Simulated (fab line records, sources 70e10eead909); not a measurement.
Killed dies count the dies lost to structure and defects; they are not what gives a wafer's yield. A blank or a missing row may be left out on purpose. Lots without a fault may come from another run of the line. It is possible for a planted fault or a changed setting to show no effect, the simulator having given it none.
Which tool did it? || flow nand-harc || 12 lots with 36 wafers sampled at 6 steps, on a route of 1302 steps

== WHAT THE GAUGES READ, wafer by wafer ==
NHARC_P_GATE_CD_MEAS_59: target cd 720 nm.
{"lot": "L305", "measured": "day 5 19:02", "on": "cd-sem-01", "cd-nm (nm)": "721.1 720.5 719.1"}
{"lot": "L307", "measured": "day 6 12:43", "on": "cd-sem-01", "cd-nm (nm)": "719.0 720.0 719.9"}
{"lot": "L308", "measured": "day 7 00:22", "on": "cd-sem-03", "cd-nm (nm)": "718.1 717.4 716.7"}
{"lot": "L309", "measured": "day 7 01:02", "on": "cd-sem-02", "cd-nm (nm)": "774.7 776.2 774.7"}
{"lot": "L318", "measured": "day 10 22:10", "on": "cd-sem-01", "cd-nm (nm)": "719.0 719.2 718.4"}
{"lot": "L319", "measured": "day 11 14:20", "on": "cd-sem-02", "cd-nm (nm)": "720.1 719.5 718.7"}
{"lot": "L320", "measured": "day 11 13:51", "on": "cd-sem-03", "cd-nm (nm)": "720.4 720.8 721.4"}
{"lot": "L321", "measured": "day 12 12:08", "on": "cd-sem-03", "cd-nm (nm)": "718.1 717.7 719.1"}
{"lot": "L322", "measured": "day 12 14:02", "on": "cd-sem-03", "cd-nm (nm)": "718.7 720.6 718.7"}
{"lot": "L323", "measured": "day 12 22:43", "on": "cd-sem-01", "cd-nm (nm)": "721.5 721.0 719.2"}
{"lot": "L324", "measured": "day 13 10:09", "on": "cd-sem-03", "cd-nm (nm)": "721.4 720.8 719.2"}
{"lot": "L325", "measured": "day 14 02:08", "on": "cd-sem-03", "cd-nm (nm)": "720.4 719.6 718.7"}

NHARC_END_SORT_01.
{"lot": "L309", "measured": "day 26 07:30", "on": "prober-01", "killed-at-array": 89, "killed-at-other": 0, "killed-at-periphery": 2, "killed-dies": 91, "killed-open": 1, "killed-short": 5}
{"lot": "L318", "measured": "day 30 05:44", "on": "prober-02", "killed-at-array": 76, "killed-at-other": 0, "killed-at-periphery": 2, "killed-dies": 78, "killed-open": 5, "killed-short": 2}
{"lot": "L319", "measured": "day 30 11:58", "on": "prober-02", "killed-at-array": "41 39 32", "killed-at-other": "0 0 0", "killed-at-periphery": "2 3 2", "killed-dies": "43 42 34", "killed-open": "3 2 1", "killed-short": "2 1 2"}
{"lot": "L320", "measured": "day 30 05:54", "on": "prober-01", "killed-at-array": "68 75 69", "killed-at-other": "0 0 2", "killed-at-periphery": "2 2 5", "killed-dies": "70 77 76", "killed-open": "3 1 3", "killed-short": "0 2 5"}

== EACH LOT AND THE TOOL THAT RAN IT (in order: tool; ch and the chambers of the sampled wafers; start) ==
{"lot": "L305", "NHARC_P_GATE_HM_DEP_102": "acl-dep-01 ch 0, day 5 04:23", "NHARC_P_GATE_EXPOSE_56": "krf-scanner-01 ch 0, day 5 18:53", "NHARC_P_GATE_DESCUM_93": "rie-diel-01 ch 0,2, day 5 20:47", "NHARC_P_GATE_STRIP_113": "plasma-asher-01 ch 0, day 5 21:10"}
{"lot": "L307", "NHARC_P_GATE_HM_DEP_102": "acl-dep-03 ch 0, day 5 21:53", "NHARC_P_GATE_EXPOSE_56": "krf-scanner-01 ch 0, day 6 12:34", "NHARC_P_GATE_DESCUM_93": "rie-diel-01 ch 0,2,3, day 6 14:28", "NHARC_P_GATE_STRIP_113": "plasma-asher-02 ch 0,1, day 6 14:50"}
{"lot": "L308", "NHARC_P_GATE_HM_DEP_102": "acl-dep-02 ch 0, day 6 09:28", "NHARC_P_GATE_EXPOSE_56": "krf-scanner-01 ch 0, day 7 00:13", "NHARC_P_GATE_DESCUM_93": "rie-diel-01 ch 1,3, day 7 02:07", "NHARC_P_GATE_STRIP_113": "plasma-asher-01 ch 0,1, day 7 02:34"}
{"lot": "L309", "NHARC_P_GATE_HM_DEP_102": "acl-dep-02 ch 0, day 6 10:19", "NHARC_P_GATE_EXPOSE_56": "krf-scanner-02 ch 0, day 7 00:53", "NHARC_P_GATE_DESCUM_93": "rie-diel-01 ch 1,2,3, day 7 02:55", "NHARC_P_GATE_STRIP_113": "plasma-asher-02 ch 0,1, day 7 03:38"}
{"lot": "L318", "NHARC_P_GATE_HM_DEP_102": "acl-dep-02 ch 0, day 10 05:21", "NHARC_P_GATE_EXPOSE_56": "krf-scanner-02 ch 0, day 10 22:01", "NHARC_P_GATE_DESCUM_93": "rie-diel-09 ch 1,2,3, day 11 00:04", "NHARC_P_GATE_STRIP_113": "plasma-asher-01 ch 0,1, day 11 00:38"}
{"lot": "L319", "NHARC_P_GATE_HM_DEP_102": "acl-dep-02 ch 0, day 10 23:01", "NHARC_P_GATE_EXPOSE_56": "krf-scanner-03 ch 0, day 11 14:11", "NHARC_P_GATE_DESCUM_93": "rie-diel-01 ch 0,1, day 11 16:13", "NHARC_P_GATE_STRIP_113": "plasma-asher-01 ch 0,1, day 11 17:03"}
{"lot": "L320", "NHARC_P_GATE_HM_DEP_102": "acl-dep-01 ch 0, day 10 23:08", "NHARC_P_GATE_EXPOSE_56": "krf-scanner-02 ch 0, day 11 13:42", "NHARC_P_GATE_DESCUM_93": "rie-diel-09 ch 0,2,3, day 11 15:46", "NHARC_P_GATE_STRIP_113": "plasma-asher-01 ch 0,1, day 11 16:30"}
{"lot": "L321", "NHARC_P_GATE_HM_DEP_102": "acl-dep-01 ch 0, day 11 21:28", "NHARC_P_GATE_EXPOSE_56": "krf-scanner-03 ch 0, day 12 11:59", "NHARC_P_GATE_DESCUM_93": "rie-diel-12 ch 1,2, day 12 14:01", "NHARC_P_GATE_STRIP_113": "plasma-asher-02 ch 0,1, day 12 14:29"}
{"lot": "L322", "NHARC_P_GATE_HM_DEP_102": "acl-dep-03 ch 0, day 11 23:10", "NHARC_P_GATE_EXPOSE_56": "krf-scanner-01 ch 0, day 12 13:53", "NHARC_P_GATE_DESCUM_93": "rie-diel-01 ch 1,3, day 12 15:56", "NHARC_P_GATE_STRIP_113": "plasma-asher-02 ch 0,1, day 12 16:25"}
{"lot": "L323", "NHARC_P_GATE_HM_DEP_102": "acl-dep-03 ch 0, day 12 07:55", "NHARC_P_GATE_EXPOSE_56": "krf-scanner-03 ch 0, day 12 22:34", "NHARC_P_GATE_DESCUM_93": "rie-diel-01 ch 1,3, day 13 00:29", "NHARC_P_GATE_STRIP_113": "plasma-asher-01 ch 0,1, day 13 00:50"}
{"lot": "L324", "NHARC_P_GATE_HM_DEP_102": "acl-dep-03 ch 0, day 12 19:06", "NHARC_P_GATE_EXPOSE_56": "krf-scanner-01 ch 0, day 13 10:00", "NHARC_P_GATE_DESCUM_93": "rie-diel-09 ch 0,2,3, day 13 12:03", "NHARC_P_GATE_STRIP_113": "plasma-asher-02 ch 0,1, day 13 12:27"}
{"lot": "L325", "NHARC_P_GATE_HM_DEP_102": "acl-dep-02 ch 0, day 13 11:05", "NHARC_P_GATE_EXPOSE_56": "krf-scanner-02 ch 0, day 14 01:58", "NHARC_P_GATE_DESCUM_93": "rie-diel-09 ch 1,3, day 14 03:54", "NHARC_P_GATE_STRIP_113": "plasma-asher-02 ch 0,1, day 14 04:16"}
- NHARC_P_GATE_HM_DEP_102: deposits aC, target thk 120 nm.
- NHARC_P_GATE_EXPOSE_56: exposes mask P PSD, target cd 720 nm.
- NHARC_P_GATE_DESCUM_93: chemistry O2, time 3 s.
- NHARC_P_GATE_STRIP_113: strips in N2/H2, time 740 s.

== WHAT THE TOOLS THEMSELVES READ (means of the sampled wafers that have a number; where no wafer has one, the mark that the record gives instead) ==
NHARC_P_GATE_HM_DEP_102.
{"lot": "L305", "tool": "acl-dep-01", "throttle-valve-pct (%)": 34.997}
{"lot": "L307", "tool": "acl-dep-03", "throttle-valve-pct (%)": 35.005}
{"lot": "L308", "tool": "acl-dep-02", "throttle-valve-pct (%)": 35.004}
{"lot": "L309", "tool": "acl-dep-02", "throttle-valve-pct (%)": 34.999}
{"lot": "L318", "tool": "acl-dep-02", "throttle-valve-pct (%)": 35.009}
{"lot": "L319", "tool": "acl-dep-02", "throttle-valve-pct (%)": 34.999}
{"lot": "L320", "tool": "acl-dep-01", "throttle-valve-pct (%)": 34.996}
{"lot": "L321", "tool": "acl-dep-01", "throttle-valve-pct (%)": 34.993}
{"lot": "L322", "tool": "acl-dep-03", "throttle-valve-pct (%)": 35.001}
{"lot": "L323", "tool": "acl-dep-03", "throttle-valve-pct (%)": 34.989}
{"lot": "L324", "tool": "acl-dep-03", "throttle-valve-pct (%)": 34.997}
{"lot": "L325", "tool": "acl-dep-02", "throttle-valve-pct (%)": 35.000}

NHARC_P_GATE_DESCUM_93.
{"lot": "L305", "tool": "rie-diel-01", "drypump-motor-current-A (A)": 5.1, "oes-product-au (a.u.)": 1.005, "rf-vpp-V (V)": 58.5, "showerhead-plenum-p-Torr (Torr)": 1.99, "throttle-valve-pct (%)": 11.324}
{"lot": "L307", "tool": "rie-diel-01", "drypump-motor-current-A (A)": 5.6, "oes-product-au (a.u.)": 1.009, "rf-vpp-V (V)": 58.2, "showerhead-plenum-p-Torr (Torr)": 1.95, "throttle-valve-pct (%)": 11.309}
{"lot": "L308", "tool": "rie-diel-01", "drypump-motor-current-A (A)": 6.1, "oes-product-au (a.u.)": 1.006, "rf-vpp-V (V)": 58.1, "showerhead-plenum-p-Torr (Torr)": 1.96, "throttle-valve-pct (%)": 11.305}
{"lot": "L309", "tool": "rie-diel-01", "drypump-motor-current-A (A)": 5.8, "oes-product-au (a.u.)": 1.001, "rf-vpp-V (V)": 58.0, "showerhead-plenum-p-Torr (Torr)": 1.95, "throttle-valve-pct (%)": 11.307}
{"lot": "L318", "tool": "rie-diel-09", "drypump-motor-current-A (A)": 6.3, "oes-product-au (a.u.)": 0.997, "rf-vpp-V (V)": 57.9, "showerhead-plenum-p-Torr (Torr)": 1.93, "throttle-valve-pct (%)": 11.310}
{"lot": "L319", "tool": "rie-diel-01", "drypump-motor-current-A (A)": 5.1, "oes-product-au (a.u.)": 0.997, "rf-vpp-V (V)": 58.6, "showerhead-plenum-p-Torr (Torr)": 2.03, "throttle-valve-pct (%)": 11.311}
{"lot": "L320", "tool": "rie-diel-09", "drypump-motor-current-A (A)": 6.0, "oes-product-au (a.u.)": 0.997, "rf-vpp-V (V)": 57.1, "showerhead-plenum-p-Torr (Torr)": 2.00, "throttle-valve-pct (%)": 11.304}
{"lot": "L321", "tool": "rie-diel-12", "drypump-motor-current-A (A)": 5.7, "oes-product-au (a.u.)": 1.008, "rf-vpp-V (V)": 57.8, "showerhead-plenum-p-Torr (Torr)": 1.94, "throttle-valve-pct (%)": 11.312}
{"lot": "L322", "tool": "rie-diel-01", "drypump-motor-current-A (A)": 5.8, "oes-product-au (a.u.)": 0.993, "rf-vpp-V (V)": 58.8, "showerhead-plenum-p-Torr (Torr)": 2.00, "throttle-valve-pct (%)": 11.322}
{"lot": "L323", "tool": "rie-diel-01", "drypump-motor-current-A (A)": 5.8, "oes-product-au (a.u.)": 1.005, "rf-vpp-V (V)": 58.0, "showerhead-plenum-p-Torr (Torr)": 2.00, "throttle-valve-pct (%)": 11.307}
{"lot": "L324", "tool": "rie-diel-09", "drypump-motor-current-A (A)": 6.0, "oes-product-au (a.u.)": 0.996, "rf-vpp-V (V)": 58.5, "showerhead-plenum-p-Torr (Torr)": 2.00, "throttle-valve-pct (%)": 11.311}
{"lot": "L325", "tool": "rie-diel-09", "drypump-motor-current-A (A)": 6.4, "oes-product-au (a.u.)": 0.997, "rf-vpp-V (V)": 58.8, "showerhead-plenum-p-Torr (Torr)": 1.96, "throttle-valve-pct (%)": 11.309}

NHARC_P_GATE_STRIP_113.
{"lot": "L305", "tool": "plasma-asher-01", "drypump-motor-current-A (A)": 5.5, "heater-power-w (W)": 98.4}
{"lot": "L307", "tool": "plasma-asher-02", "drypump-motor-current-A (A)": 5.3, "heater-power-w (W)": 98.6}
{"lot": "L308", "tool": "plasma-asher-01", "drypump-motor-current-A (A)": 5.8, "heater-power-w (W)": 94.4}
{"lot": "L309", "tool": "plasma-asher-02", "drypump-motor-current-A (A)": 5.7, "heater-power-w (W)": 97.6}
{"lot": "L318", "tool": "plasma-asher-01", "drypump-motor-current-A (A)": 5.6, "heater-power-w (W)": 97.6}
{"lot": "L319", "tool": "plasma-asher-01", "drypump-motor-current-A (A)": 5.7, "heater-power-w (W)": 94.7}
{"lot": "L320", "tool": "plasma-asher-01", "drypump-motor-current-A (A)": 5.6, "heater-power-w (W)": 96.2}
{"lot": "L321", "tool": "plasma-asher-02", "drypump-motor-current-A (A)": 5.7, "heater-power-w (W)": 98.0}
{"lot": "L322", "tool": "plasma-asher-02", "drypump-motor-current-A (A)": 5.7, "heater-power-w (W)": 98.4}
{"lot": "L323", "tool": "plasma-asher-01", "drypump-motor-current-A (A)": 5.6, "heater-power-w (W)": 97.0}
{"lot": "L324", "tool": "plasma-asher-02", "drypump-motor-current-A (A)": 5.3, "heater-power-w (W)": 98.1}
{"lot": "L325", "tool": "plasma-asher-02", "drypump-motor-current-A (A)": 5.3, "heater-power-w (W)": 98.6}

== THE ANSWER, worked out from the rows above alone ==
Rule: the lots themselves supply what counts as usual. Put in order of their means at a reading, lots are off if they are a third of the lots or fewer, leave a main group of 4 or more, and stand apart from it by a gap of 3 or more times the standard deviation of the main group's means; of several such gaps the widest counts. If all means in a main group match to the digits the tables above print for the reading, that group is not used. A lot without any number at a reading at which 4 lots or more have one is off too. All remaining lots with rows at the step are treated as sound. Order of review: gauges by route order, followed by the tools' own readings, for which a lot's mean as printed above is used. The first step at which some lot is off is used, and at that step the reading that is off furthest; a lot without a number counts as furthest.
Off at NHARC_P_GATE_CD_MEAS_59 (cd-nm): L309. The main group: mean 719.5 nm, standard deviation 0.99.
If a tool, at a process step before that reading, ran all the lots that are off and no sound lot after the first of them, it fits. Gauges at NHARC_P_GATE_CD_MEAS_59: tried the same way as those tools. No candidate that was tried fits.

== WHAT WAS PUT IN BY THE SIMULATOR ==
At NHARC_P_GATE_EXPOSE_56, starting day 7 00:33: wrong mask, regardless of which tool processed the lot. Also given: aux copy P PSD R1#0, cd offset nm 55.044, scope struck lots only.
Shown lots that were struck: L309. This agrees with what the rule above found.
